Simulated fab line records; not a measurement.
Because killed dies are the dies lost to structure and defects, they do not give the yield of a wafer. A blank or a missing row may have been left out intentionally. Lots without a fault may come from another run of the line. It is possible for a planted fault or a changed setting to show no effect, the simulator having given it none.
Chamber matching	flow nand_harc	rie_diel-03 running NHARC_A_STAIRCASE_ETCH_230: 4 sister chambers
The step etches the open film in C4F8/O2, target depth 100 nm, time 40.5 s. 4 wafers are shown with their chamber, then 9 later ones without.

## EACH WAFER AND ITS CHAMBER
wafer	chamber	rf_vpp_V (V)
L124.1	2	905
L124.2	1	886
L126.1	0	891
L126.5	3	888

## WAFERS WHOSE CHAMBER IS MISSING
wafer	rf_vpp_V (V)
L126.6	892
L125.1	885
L125.4	905
L125.5	886
L129.1	905
L129.4	887
L129.6	891
L131.3	886
L131.6	887

## EACH ONE'S CHAMBER
wafer	from the rows above	in truth
L126.6	0	0
L125.1	1	1
L125.4	2	2
L125.5	1	1
L129.1	2	2
L129.4	can't be placed: 1 or 3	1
L129.6	0	0
L131.3	1	1
L131.6	can't be placed: 1 or 3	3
Placed correctly: 7 of 9. Unplaceable from these rows: 2, with the true chamber sitting among the candidates in 2. Placed wrongly: 0.
How it was worked out, from the rows above alone: a wafer's distance from a chamber is the root of the sum, over the readings, of the square of ((its reading less the chamber's mean) divided by the reading's scatter). If the next closest chamber is less than 2 further off than the closest, the wafer can't be placed; otherwise it belongs to the closest. For every chamber, the mean is computed from those of its wafers that are shown. The scatter: root of mean squared gap, hidden wafer to nearest shown wafer, with one shown wafer a chamber.
